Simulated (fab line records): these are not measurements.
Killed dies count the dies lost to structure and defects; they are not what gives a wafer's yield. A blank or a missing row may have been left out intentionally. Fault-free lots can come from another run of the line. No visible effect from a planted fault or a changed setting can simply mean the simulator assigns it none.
fab line records	flow n5_finfet
[record] lots = 7	wafers = 21
route steps=1938 shown MOL_CONTACT_COAG@532 BEOL_M0_SAQP@682 BEOL_M1@751
start_h: hours from the record's first day to the start of the lot's first wafer shown	wait_h: hours since the lot's step before	" repeats the value in the row above	L1.1+2: a row that stands for several wafers	- no value present, or no start provided	* or withheld: withheld	< > ~ a bound
route shown NAME@n: a module of which the file shows steps, and the number in the route of the first	usual: the fault-free wafers' mean and standard deviation	same: alike in all rows	chamber/n: place in a boat	sites: each site's reading	_std_site: the values' standard deviation	_edge_site: outer sites' mean less inner sites'	radius_mm: how far each site lies from the wafer's centre	mask NAME#n: copy n	behind: the last tool/chamber to shape the wafer	hold: what put the lot on hold/how long, in hours/how the hold closed	device: names the non-switching transistor (n, p or np)	end of line: tests of these same wafers at the route's end	a step given without rows: its recipe and nothing more	killed: dies lost to structure and defects at the first sort, not the wafer's yield	map: shows each die of a wafer: x if killed, . if not, _ if none is there
set.NAME: the run value of the setting; set.NAME@STEP: its run value at that earlier step	model.NAME: the simulator's own value behind a step, which no gauge read
lots with deliberately changed settings; one table per step, one row per wafer
[[steps]]
[step N5_MOL_CONTACT_COAG_ETCH_106]
[recipe] chemistry = N2/H2	target = SOC	target_depth_a = 800	overetch_a = 160	mask_material = SiARC	temp_c = 40	time_s = 120	ion_energy_ev = 200	pressure_mtorr = 30	source_w = 840	bias_w = 150	n2_flow_sccm = 200	h2_flow_sccm = 200
[usual] rf_vpp_V = 524.8/2
lot.wafer	tool	chamber	start_h	wait_h	set.source_w	set.dose_mj@MOL_CONTACT_COAG_EXPOSE_05	rf_vpp_V	model.MOL_CONTACT_COAG.cd_offset_nm	model.SiARC_of_MOL_CONTACT_COAG_COAT_104.thk_nm
L080.1	rie_diel-01	0	125.26	0.0	840	38.25	527.9	-0.4	6.2
L080.3	"	3	"	"	840	38.25	524.8	-0.2	6.2
L080.6	"	2	"	"	840	38.25	525.3	-0.2	6.2
L081.1	rie_diel-01	0	144.49	0.0	713.7	38.25	558.4	-0.6	6.8
L081.4	"	2	"	"	840	40.76	524.1	1.2	6.2
L081.6	"	2	"	"	840	38.25	523.0	-0.2	6.2
L082.2	rie_diel-01	0	147.70	0.0	840	40.16	527.9	1.2	6.2
L082.4	"	3	"	"	840	40.16	524.5	1	6.2
L082.5	"	0	"	"	840	38.25	529.5	0	6.2
L083.4	rie_diel-01	0	150.39	0.0	753.1	38.25	547.2	-0.2	6.6
L083.5	"	1	"	"	753.1	38.25	543.8	-0.2	6.6
L083.6	"	0	"	"	840	38.25	527.7	0	6.2
L089.2	rie_diel-03	3	181.65	0.0	907.8	38.25	509.6	0.2	6
L089.3	"	0	"	"	840	36.09	525.6	-1.2	6.4
L089.4	"	0	"	"	907.8	36.09	513.2	-1.2	6.2
L093.1	rie_diel-01	2	213.10	0.0	840	38.25	523.7	-0.2	6.2
L093.4	"	0	"	"	840	38.25	528.9	0	6.2
L093.5	"	0	"	"	840	38.25	528.5	-0.2	6.2
L094.2	rie_diel-03	1	215.04	0.0	840	39.27	523.7	0.6	6.4
L094.3	"	0	"	"	840	39.27	525.2	0.4	6.4
L094.6	"	2	"	"	721.1	39.27	549.7	0	7
[step N5_MOL_CONTACT_COAG_STRIP_107]
[recipe] chemistry = N2/H2	temp_c = 40	n2_flow_sccm = 200	h2_flow_sccm = 200	rf_frequency_hz = 6e+07
[step N5_MOL_CONTACT_COAG_STRIP_108]
[recipe] chemistry = N2/H2	temp_c = 40	n2_flow_sccm = 200	h2_flow_sccm = 200	rf_frequency_hz = 6e+07
[step N5_MOL_CONTACT_COAG_CONTACT_ETCH_14]
[recipe] chemistry = C4F6/O2	target = SiO2	target_depth_a = 275	overetch_a = 85	mask_material = SOC	pressure_mtorr = 30	source_w = 370	bias_w = 185	Ar_flow_sccm = 300	C4F6_flow_sccm = 16	O2_flow_sccm = 10	time_s = 20	ion_energy_ev = 259.6
[step N5_MOL_CONTACT_COAG_STRIP_109]
[recipe] chemistry = C4F6/O2	resist = SiARC	rf_frequency_hz = 6e+07
[step N5_MOL_CONTACT_COAG_ETCH_15]
[recipe] chemistry = CH3F/O2	target = SiNx	target_depth_a = 70	mask_material = SOC	stop_on = Si:P	over_etch_frac = 0.75	ion_energy_ev = 120	pressure_mtorr = 30	source_w = 395	bias_w = 73	Ar_flow_sccm = 150	CH3F_flow_sccm = 30	O2_flow_sccm = 20
lot.wafer	tool	chamber	start_h	wait_h	set.dose_mj@MOL_CONTACT_COAG_EXPOSE_05	set.source_w@MOL_CONTACT_COAG_ETCH_106	model.MOL_CONTACT_COAG.cd_offset_nm
L080.1	rie_diel-01	0	125.39	0.0	38.25	840	-0.4
L080.3+6	"	3,2	"	"	38.25	840	-0.2
L081.1	rie_diel-01	0	144.63	0.0	38.25	713.7	-0.6
L081.4	"	2	"	"	40.76	840	1.2
L081.6	"	2	"	"	38.25	840	-0.2
L082.2	rie_diel-01	0	147.83	0.0	40.16	840	1.2
L082.4	"	3	"	"	40.16	840	1
L082.5	"	0	"	"	38.25	840	0
L083.4+5	rie_diel-01	0,1	150.52	0.0	38.25	753.1	-0.2
L083.6	"	0	"	"	38.25	840	0.2
L089.2	rie_diel-03	3	181.79	0.0	38.25	907.8	0.2
L089.3	"	0	"	"	36.09	840	-1.4
L089.4	"	0	"	"	36.09	907.8	-1.2
L093.1	rie_diel-01	2	213.23	0.0	38.25	840	-0.2
L093.4+5	"	0	"	"	38.25	840	0
L094.2+3	rie_diel-03	1,0	215.18	0.0	39.27	840	0.4
L094.6	"	2	"	"	39.27	721.1	-0.2
[step N5_MOL_CONTACT_COAG_ETCH_110]
[recipe] chemistry = CF4/O2	target = Si	target_depth_a = 25	time_s = 8	pressure_mtorr = 100	source_w = 200	bias_w = 12	ion_energy_ev = 60	Ar_flow_sccm = 100	cf4_flow_sccm = 100	O2_flow_sccm = 10
lot.wafer	tool	chamber	start_h	wait_h	set.dose_mj@MOL_CONTACT_COAG_EXPOSE_05	model.MOL_CONTACT_COAG.cd_offset_nm
L080.1	rie_diel-01	0	125.45	0.0	38.25	-0.4
L080.3+6	"	3,2	"	"	38.25	-0.2
L081.1	rie_diel-01	0	144.69	0.0	38.25	-0.6
L081.4	"	2	"	"	40.76	1
L081.6	"	2	"	"	38.25	-0.2
L082.2	rie_diel-01	0	147.89	0.0	40.16	1.2
L082.4	"	3	"	"	40.16	1
L082.5	"	0	"	"	38.25	0
L083.4	rie_diel-01	0	150.58	0.0	38.25	-0.4
L083.5	"	1	"	"	38.25	-0.2
L083.6	"	0	"	"	38.25	0
L089.2	rie_diel-03	3	181.85	0.0	38.25	0.2
L089.3+4	"	0	"	"	36.09	-1.2
L093.1	rie_diel-01	2	213.29	0.0	38.25	-0.4
L093.4	"	0	"	"	38.25	0.2
L093.5	"	0	"	"	38.25	0
L094.2	rie_diel-03	1	215.24	0.0	39.27	0.6
L094.3	"	0	"	"	39.27	0.4
L094.6	"	2	"	"	39.27	0
[step N5_BEOL_M0_SAQP_COAT_87]
[recipe] resist = underlayer	temp_c = 205	time_s = 60	spin_rpm = 1500	resist_thk_nm = 5
lot.wafer	tool	chamber	start_h	wait_h	set.spin_rpm	model.underlayer_of_BEOL_M0_SAQP_COAT_87.thk_nm
L080.1+3	litho_track-01	0	-	-	1338	5.4
L080.6	"	0	"	"	1500	5
L081.1+6	litho_track-01	0	-	-	1500	5
L081.4	"	0	"	"	1637	4.8
L082.2	litho_track-04	0	-	-	1600	4.8
L082.4+5	"	0	"	"	1500	5
L083.4+6	litho_track-02	0	-	-	1500	5
L083.5	"	0	"	"	1649	4.8
L089.2+3	litho_track-02	0	-	-	1500	5
L089.4	"	0	"	"	1395	5.2
L093.1+4+5	litho_track-02	0	-	-	1500	5
L094.2	litho_track-02	0	-	-	1500	5
L094.3+6	"	0	"	"	1666	4.8
[step N5_BEOL_M0_SAQP_EXPOSE_37]
[recipe] mask_id = M0_CUT1	na = 0.33	source_shape = annular	sigma_inner = 0.35	sigma_outer = 0.8	polarization = unpolarized	target_cd_nm = 30	dose_mj = 44.75
lot.wafer	tool	chamber	start_h	wait_h	mask	set.dose_mj
L080.1	euv_scanner-02	0	147.27	-	M0_CUT1#0	45.9
L080.3+6	"	0	"	"	M0_CUT1#0	44.75
L081.1	euv_scanner-02	0	166.48	-	M0_CUT1#0	44.75
L081.4+6	"	0	"	"	M0_CUT1#0	46.77
L082.2+4+5	euv_scanner-02	0	178.14	-	M0_CUT1#0	44.75
L083.4+5+6	euv_scanner-02	0	181.18	-	M0_CUT1#0	44.75
L089.2+4	euv_scanner-01	0	209.26	-	M0_CUT1#0	44.75
L089.3	"	0	"	"	M0_CUT1#0	47.93
L093.1+4+5	euv_scanner-02	0	234.58	-	M0_CUT1#0	44.75
L094.2	euv_scanner-02	0	237.66	-	M0_CUT1#0	44.75
L094.3+6	"	0	"	"	M0_CUT1#0	43.04
[step N5_BEOL_M0_SAQP_PEB_38]
[recipe] peb_temp_c = 100	peb_time_s = 60	resist = CAR-EUV
[step N5_BEOL_M0_SAQP_DEVELOP_39]
[recipe] develop_time_s = 30	developer = TMAH	resist = CAR-EUV	rinse_liquid = surfactant_rinse	dry = air_spin	dev_temp_c = 23
[step N5_BEOL_M0_SAQP_CD_MEAS_40]
[recipe] target_cd_nm = 30	landing_energy_ev = 500	detector = se_inlens
[usual] cd_nm = 29.99/0.24
lot.wafer	tool	chamber	start_h	wait_h	set.dose_mj@BEOL_M0_SAQP_EXPOSE_37	cd_nm
L080.1	cd_sem-02	0	147.40	-	45.9	30.46
L080.3	"	0	"	"	44.75	29.77
L080.6	"	0	"	"	44.75	29.85
L081.1	cd_sem-01	0	166.61	-	44.75	29.97
L081.4	"	0	"	"	46.77	30.65
L081.6	"	0	"	"	46.77	30.71
L082.2	cd_sem-01	0	178.26	-	44.75	29.74
L082.4	"	0	"	"	44.75	29.99
L082.5	"	0	"	"	44.75	30.13
L083.4	cd_sem-01	0	181.30	-	44.75	30.03
L083.5	"	0	"	"	44.75	29.96
L083.6	"	0	"	"	44.75	29.90
L089.2	cd_sem-03	0	209.39	-	44.75	29.86
L089.3	"	0	"	"	47.93	31.32
L089.4	"	0	"	"	44.75	30.38
L093.1	cd_sem-02	0	234.72	-	44.75	29.99
L093.4	"	0	"	"	44.75	30.00
L093.5	"	0	"	"	44.75	29.96
L094.2	cd_sem-01	0	237.79	-	44.75	30.11
L094.3	"	0	"	"	43.04	29.55
L094.6	"	0	"	"	43.04	29.41
[step N5_BEOL_M0_SAQP_DESCUM_45]
[recipe] chemistry = O2	time_s = 7	source_power_w = 50	bias_power_w = 20	pressure_mtorr = 20	rf_frequency_hz = 2.712e+07	temp_c = 40	resist = CAR-EUV	o2_flow_sccm = 225
lot.wafer	tool	chamber	start_h	wait_h	set.dose_mj@BEOL_M0_SAQP_EXPOSE_37	model.BEOL_M0_SAQP.cd_nm
L080.1	rie_diel-05	1	147.53	0.0	45.9	30.6
L080.3+6	"	2,3	"	"	44.75	29.8
L081.1	rie_diel-06	1	167.16	0.5	44.75	29.8
L081.4	"	0	"	"	46.77	30.8
L081.6	"	0	"	"	46.77	31
L082.2+4+5	rie_diel-06	1,3,2	178.80	0.4	44.75	30
L083.4+5+6	rie_diel-06	0,1,0	181.41	0.0	44.75	30.2
L089.2	rie_diel-06	3	209.55	0.1	44.75	29.8
L089.3	"	2	"	"	47.93	31.4
L089.4	"	1	"	"	44.75	30
L093.1+4+5	rie_diel-05	3,0,1	234.84	0.0	44.75	30
L094.2	rie_diel-05	3	237.91	0.0	44.75	30.2
L094.3	"	2	"	"	43.04	29.2
L094.6	"	3	"	"	43.04	29.4
[step N5_BEOL_M0_SAQP_ETCH_88]
[recipe] chemistry = N2/H2	target = underlayer	target_depth_a = 65	time_s = 5.2	ion_energy_ev = 200	mask_material = CAR-EUV	pressure_mtorr = 30	source_w = 840	bias_w = 150	n2_flow_sccm = 200	h2_flow_sccm = 200	ends = cleared
[usual] etch_rf_on_time_s = 5.24/0.1
lot.wafer	tool	chamber	start_h	wait_h	set.spin_rpm@BEOL_M0_SAQP_COAT_87	set.dose_mj@BEOL_M0_SAQP_EXPOSE_37	etch_rf_on_time_s	model.BEOL_M0_SAQP.cd_nm	model.etch.depth_nm
L080.1	rie_diel-05	1	147.56	0.0	1338	45.9	5.61	30.4	5.326
L080.3	"	2	"	"	1338	44.75	5.48	29.8	5.332
L080.6	"	3	"	"	1500	44.75	5.32	29.8	5.028
L081.1	rie_diel-06	1	167.20	0.0	1500	44.75	5.36	30	5.004
L081.4	"	0	"	"	1637	46.77	4.94	30.8	4.793
L081.6	"	0	"	"	1500	46.77	5.19	31	5.004
L082.2	rie_diel-06	1	178.83	0.0	1600	44.75	5.14	30	4.839
L082.4	"	3	"	"	1500	44.75	5.20	30	4.982
L082.5	"	2	"	"	1500	44.75	5.26	30	4.989
L083.4	rie_diel-06	0	181.45	0.0	1500	44.75	5.19	30.2	5.01
L083.5	"	1	"	"	1649	44.75	5.11	30.2	4.766
L083.6	"	0	"	"	1500	44.75	5.23	30.2	5.007
L089.2	rie_diel-06	3	209.59	0.0	1500	44.75	5.21	29.8	5.009
L089.3	"	2	"	"	1500	47.93	5.27	31.4	5.008
L089.4	"	1	"	"	1395	44.75	5.52	29.8	5.172
L093.1	rie_diel-05	3	234.88	0.0	1500	44.75	5.11	30	4.984
L093.4	"	0	"	"	1500	44.75	5.10	30	4.979
L093.5	"	1	"	"	1500	44.75	5.24	30	4.99
L094.2	rie_diel-05	3	237.95	0.0	1500	44.75	5.24	30.2	5.03
L094.3	"	2	"	"	1666	43.04	4.88	29.2	4.756
L094.6	"	3	"	"	1666	43.04	4.88	29.4	4.754
[step N5_BEOL_M0_SAQP_ETCH_73]
[recipe] chemistry = CF4	target = SiARC	target_depth_a = 195	mask_material = CAR-EUV	time_s = 32.5	ion_energy_ev = 80	pressure_mtorr = 40	source_w = 545	bias_w = 36	Ar_flow_sccm = 100	cf4_flow_sccm = 100	ends = cleared
[step N5_BEOL_M0_SAQP_CUT_ETCH_46]
[recipe] chemistry = N2/H2	target = SOC	target_depth_a = 1350	overetch_a = 270	temp_c = 40	time_s = 202.5	ion_energy_ev = 200	mask_material = SiARC	pressure_mtorr = 30	source_w = 840	bias_w = 150	n2_flow_sccm = 200	h2_flow_sccm = 200
[step N5_BEOL_M0_SAQP_STRIP_89]
[recipe] chemistry = N2/H2	temp_c = 40	n2_flow_sccm = 200	h2_flow_sccm = 200	rf_frequency_hz = 6e+07
[step N5_BEOL_M0_SAQP_ALD_48]
[recipe] material = SiO2	target_thk_a = 200	temp_c = 100	ald_precursor_family = BDEAS	ald_co_reactant = O2-plasma	pulse_time_s = 1	co_reactant_pulse_time_s = 1	purge_time_s = 2	co_reactant_purge_time_s = 2	ald_cycles = 139	pressure_torr = 2
[step N5_BEOL_M0_SAQP_ETCH_49]
[recipe] chemistry = CF4/O2	target_depth_a = 370	target = SiO2	pressure_mtorr = 40	source_w = 535	bias_w = 49	Ar_flow_sccm = 100	cf4_flow_sccm = 100	O2_flow_sccm = 10	ion_energy_ev = 100
lot.wafer	tool	chamber	start_h	wait_h	set.dose_mj@BEOL_M0_SAQP_EXPOSE_37	model.BEOL_M0_SAQP.cd_nm
L080.1	rie_diel-02	2	148.38	0.3	45.9	30.8
L080.3	"	0	"	"	44.75	30
L080.6	"	0	"	"	44.75	29.8
L081.1	rie_diel-05	1	169.79	0.3	44.75	29.8
L081.4	"	3	"	"	46.77	30.8
L081.6	"	2	"	"	46.77	31.4
L082.2+4	rie_diel-06	0,2	179.75	0.3	44.75	30
L082.5	"	2	"	"	44.75	29.8
L083.4+5	rie_diel-05	0,2	182.69	0.3	44.75	30.4
L083.6	"	1	"	"	44.75	30.2
L089.2	rie_diel-02	0	210.36	0.3	44.75	30.2
L089.3	"	3	"	"	47.93	31.2
L089.4	"	0	"	"	44.75	29.8
L093.1	rie_diel-06	0	235.71	0.3	44.75	29.6
L093.4	"	1	"	"	44.75	30.2
L093.5	"	2	"	"	44.75	30
L094.2	rie_diel-05	2	239.62	0.3	44.75	30
L094.3	"	3	"	"	43.04	29.4
L094.6	"	1	"	"	43.04	29
[step N5_BEOL_M1_ILD_DEP_00]
[recipe] material = SiOC	target_thk_a = 790	temp_c = 350	precursor = DEMS/O2	pressure_torr = 5	rf_w = 500	time_s = 15.3
lot.wafer	tool	chamber	start_h	wait_h	set.time_s	model.SiOC_of_BEOL_M1_ILD_DEP_00.thk_nm
L080.1	pecvd-02	2	154.94	0.0	15.3	78
L080.3	"	1	"	"	15.3	77.8
L080.6	"	1	"	"	15.3	79.4
L081.1	pecvd-03	1	175.75	0.0	14.2	72.2
L081.4	"	1	"	"	15.3	79.4
L081.6	"	1	"	"	15.3	78.8
L083.4+5	pecvd-02	0,2	190.83	0.1	13.84	72.4
L083.6	"	1	"	"	15.3	79.6
L082.2	pecvd-03	1	191.30	0.0	15.3	77.8
L082.4	"	2	"	"	15.3	80.6
L082.5	"	1	"	"	15.3	79.4
L089.2	pecvd-02	1	217.38	0.0	15.3	79.4
L089.3	"	2	"	"	17.28	89.2
L089.4	"	0	"	"	17.28	90.8
L093.1	pecvd-02	2	242.00	0.0	15.3	78.4
L093.4	"	1	"	"	15.3	78.8
L093.5	"	0	"	"	15.3	80
L094.2+6	pecvd-03	1	248.28	0.0	15.3	78
L094.3	"	0	"	"	15.3	77.2
[step N5_BEOL_M1_THK_MEAS_01]
[recipe] reads = SiOC_of_BEOL_M1_ILD_DEP_00
[usual] M1_ILD_THK = 78.9/1
lot.wafer	tool	chamber	start_h	wait_h	set.time_s@BEOL_M1_ILD_DEP_00	M1_ILD_THK[nm]
L080.1	film_metro-02	-	155.00	0.0	15.3	78.0
L080.3	"	-	"	"	15.3	77.7
L080.6	"	-	"	"	15.3	79.4
L081.1	film_metro-01	-	175.84	0.1	14.2	72.2
L081.4	"	-	"	"	15.3	79.3
L081.6	"	-	"	"	15.3	78.8
L083.4	film_metro-02	-	190.88	0.0	13.84	72.5
L083.5	"	-	"	"	13.84	72.6
L083.6	"	-	"	"	15.3	79.7
L082.2	film_metro-01	-	191.36	0.1	15.3	77.8
L082.4	"	-	"	"	15.3	80.5
L082.5	"	-	"	"	15.3	79.4
L089.2	film_metro-01	-	217.45	0.1	15.3	79.3
L089.3	"	-	"	"	17.28	89.3
L089.4	"	-	"	"	17.28	90.7
L093.1	film_metro-01	-	242.07	0.0	15.3	78.5
L093.4	"	-	"	"	15.3	78.8
L093.5	"	-	"	"	15.3	80.1
L094.2	film_metro-01	-	248.34	0.1	15.3	78.0
L094.3	"	-	"	"	15.3	77.2
L094.6	"	-	"	"	15.3	78.1
[step N5_BEOL_M1_COAT_05]
[recipe] resist = CAR-EUV	spin_rpm = 1500	resist_thk_nm = 30
lot.wafer	tool	chamber	start_h	wait_h	set.spin_rpm	model.CAR-EUV_of_BEOL_M1_COAT_05.thk_nm
L080.1+6	litho_track-01	0	-	-	1563	29.4
L080.3	"	0	"	"	1500	30
L081.1+6	litho_track-05	0	-	-	1500	30
L081.4	"	0	"	"	1402	31.2
L083.4	litho_track-01	0	-	-	1500	29.8
L083.5	"	0	"	"	1622	28.8
L083.6	"	0	"	"	1500	30
L082.2+5	litho_track-01	0	-	-	1414	30.8
L082.4	"	0	"	"	1500	30
L089.2	litho_track-01	0	-	-	1500	29.8
L089.3	"	0	"	"	1500	30
L089.4	"	0	"	"	1664	28.4
L093.1	litho_track-05	0	-	-	1500	30.2
L093.4+5	"	0	"	"	1500	30
L094.2	litho_track-01	0	-	-	1438	30.4
L094.3	"	0	"	"	1500	30
L094.6	"	0	"	"	1438	30.6
[step N5_BEOL_M1_EBR_07]
[recipe] solvent = PGMEA	ebr_width_mm = 1.5
[step N5_BEOL_M1_SOFTBAKE_06]
[recipe] temp_c = 110	time_s = 60	resist = CAR-EUV
[step N5_BEOL_M1_EXPOSE_08]
[recipe] mask_id = M1	na = 0.33	source_shape = dipole	sigma_inner = 0.369	sigma_outer = 0.767	polarization = unpolarized	dose_mj = 33
[step N5_BEOL_M1_PEB_09]
[recipe] peb_temp_c = 100	peb_time_s = 60	resist = CAR-EUV
[step N5_BEOL_M1_DEVELOP_10]
[recipe] develop_time_s = 30	developer = TMAH	resist = CAR-EUV	rinse_liquid = surfactant_rinse	dry = air_spin	dev_temp_c = 23
lot.wafer	tool	chamber	start_h	wait_h	set.spin_rpm@BEOL_M1_COAT_05	model.CAR-EUV_of_BEOL_M1_COAT_05.thk_nm
L080.1+6	litho_track-01	0	-	-	1563	28.8
L080.3	"	0	"	"	1500	29.6
L081.1+6	litho_track-05	0	-	-	1500	29.6
L081.4	"	0	"	"	1402	30.6
L083.4+6	litho_track-02	0	-	-	1500	29.4
L083.5	"	0	"	"	1622	28.2
L082.2+5	litho_track-02	0	-	-	1414	30.4
L082.4	"	0	"	"	1500	29.4
L089.2+3	litho_track-01	0	-	-	1500	29.4
L089.4	"	0	"	"	1664	27.8
L093.1+4+5	litho_track-02	0	-	-	1500	29.6
L094.2+6	litho_track-01	0	-	-	1438	30
L094.3	"	0	"	"	1500	29.4
[step N5_BEOL_M1_ETCH_70]
[recipe] chemistry = N2/H2	target = SOC	target_depth_a = 800	overetch_a = 160	mask_material = SiARC	temp_c = 40	time_s = 120	ion_energy_ev = 200	pressure_mtorr = 30	source_w = 840	bias_w = 150	n2_flow_sccm = 200	h2_flow_sccm = 200
lot.wafer	tool	chamber	start_h	wait_h	set.time_s	model.SiARC_of_BEOL_M1_COAT_68.thk_nm
L080.1	rie_diel-02	1	159.05	0.0	134.9	6
L080.3	"	2	"	"	134.9	5.8
L080.6	"	0	"	"	120	6.4
L081.1+4	rie_diel-05	2	187.27	0.0	130.6	5.8
L081.6	"	0	"	"	120	6.2
L083.4	rie_diel-02	0	195.80	0.0	120	6.4
L083.5	"	3	"	"	94.1	7.4
L083.6	"	1	"	"	94.1	7.8
L082.2+4	rie_diel-06	1,3	199.49	0.0	112.7	6.8
L082.5	"	3	"	"	120	6.4
L089.2	rie_diel-02	0	220.84	0.0	134.8	5.6
L089.3	"	3	"	"	120	6.2
L089.4	"	1	"	"	120	6.6
L093.1	rie_diel-05	1	247.06	0.0	120	6.6
L093.4+5	"	3,2	"	"	120	6.4
L094.2	rie_diel-02	0	252.24	0.0	142.9	5.4
L094.3	"	3	"	"	142.9	5.2
L094.6	"	3	"	"	120	6.2
[step N5_BEOL_M1_TRENCH_ETCH_37]
[recipe] chemistry = C4F6/O2	target_depth_a = 552.07	target = SiOC	time_s = 29	ion_energy_ev = 250	pressure_mtorr = 30	source_w = 355	bias_w = 185	Ar_flow_sccm = 300	C4F6_flow_sccm = 10	O2_flow_sccm = 10
[usual] rf_vpp_V = 662/4.4
lot.wafer	tool	chamber	start_h	wait_h	set.bias_w	rf_vpp_V
L080.1	rie_diel-02	1	-	-	185	658
L080.3	"	2	"	"	185	659
L080.6	"	0	"	"	185	659
L081.1	rie_diel-05	2	-	-	185	667
L081.4	"	2	"	"	172.3	630
L081.6	"	0	"	"	185	668
L083.4	rie_diel-02	0	-	-	185	657
L083.5	"	3	"	"	170.6	626
L083.6	"	1	"	"	170.6	618
L082.2	rie_diel-06	1	-	-	185	663
L082.4	"	3	"	"	185	657
L082.5	"	3	"	"	212	732
L089.2	rie_diel-02	0	-	-	185	656
L089.3	"	3	"	"	185	668
L089.4	"	1	"	"	185	658
L093.1	rie_diel-05	1	-	-	185	658
L093.4	"	3	"	"	185	667
L093.5	"	2	"	"	185	667
L094.2	rie_diel-02	0	-	-	197.2	691
L094.3	"	3	"	"	197.2	701
L094.6	"	3	"	"	197.2	702
[[key]]
[split] step = N5_MOL_CONTACT_COAG_ETCH_106	setting = source_w	stated = 840	by = wafer
[response] step = N5_MOL_CONTACT_COAG_ETCH_106	reading = rf_vpp_V	change = -1.97	per = 1%	r = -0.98
[response] step = N5_MOL_CONTACT_COAG_ETCH_106	reading = model.SiARC_of_MOL_CONTACT_COAG_COAT_104.thk_nm	change = -0.0402	per = 1%	r = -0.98
[response] step = N5_MOL_CONTACT_COAG_ETCH_15	reading = model.MOL_CONTACT_COAG.cd_offset_nm	slope = +0.0343	per = 1%	together_with = dose_mj@MOL_CONTACT_COAG_EXPOSE_05	explained = 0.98
[split] step = N5_BEOL_M0_SAQP_COAT_87	setting = spin_rpm	stated = 1500	by = wafer
[response] step = N5_BEOL_M0_SAQP_COAT_87	reading = model.underlayer_of_BEOL_M0_SAQP_COAT_87.thk_nm	change = -0.0254	per = 1%	r = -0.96
[response] step = N5_BEOL_M0_SAQP_ETCH_88	reading = etch_rf_on_time_s	change = *	per = 1%	r = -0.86
[response] step = N5_BEOL_M0_SAQP_ETCH_88	reading = model.etch.depth_nm	change = -0.0248	per = 1%	r = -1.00
[split] step = N5_BEOL_M0_SAQP_EXPOSE_37	setting = dose_mj	stated = 44.75	by = wafer
[response] step = N5_BEOL_M0_SAQP_CD_MEAS_40	reading = cd_nm	change = +0.172	per = 1%	r = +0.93
[response] step = N5_BEOL_M0_SAQP_DESCUM_45	reading = model.BEOL_M0_SAQP.cd_nm	change = +0.229	per = 1%	r = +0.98
[response] step = N5_BEOL_M0_SAQP_ETCH_88	reading = model.BEOL_M0_SAQP.cd_nm	change = +0.222	per = 1%	r = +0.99
[response] step = N5_BEOL_M0_SAQP_ETCH_49	reading = model.BEOL_M0_SAQP.cd_nm	change = +0.215	per = 1%	r = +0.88
[split] step = N5_BEOL_M1_ILD_DEP_00	setting = time_s	stated = 15.3	by = wafer
[response] step = N5_BEOL_M1_ILD_DEP_00	reading = model.SiOC_of_BEOL_M1_ILD_DEP_00.thk_nm	change = +0.824	per = 1%	r = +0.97
[response] step = N5_BEOL_M1_THK_MEAS_01	reading = M1_ILD_THK	change = +0.822	per = 1%	r = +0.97
[split] step = N5_BEOL_M1_COAT_05	setting = spin_rpm	stated = 1500	by = wafer
[response] step = N5_BEOL_M1_COAT_05	reading = model.CAR-EUV_of_BEOL_M1_COAT_05.thk_nm	change = -0.143	per = 1%	r = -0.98
[response] step = N5_BEOL_M1_DEVELOP_10	reading = model.CAR-EUV_of_BEOL_M1_COAT_05.thk_nm	change = -0.153	per = 1%	r = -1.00
[split] step = N5_BEOL_M1_ETCH_70	setting = time_s	stated = 120	by = wafer
[response] step = N5_BEOL_M1_ETCH_70	reading = model.SiARC_of_BEOL_M1_COAT_68.thk_nm	change = -0.052	per = 1%	r = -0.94
[split] step = N5_BEOL_M1_TRENCH_ETCH_37	setting = bias_w	stated = 185	by = wafer
[response] step = N5_BEOL_M1_TRENCH_ETCH_37	reading = rf_vpp_V	change = +4.95	per = 1%	r = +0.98
split outside_this_file step=N5_MOL_CONTACT_COAG_EXPOSE_05 setting=dose_mj
// split outside_this_file: this setting was split too, and the file shows its column; the key of that split is in another file
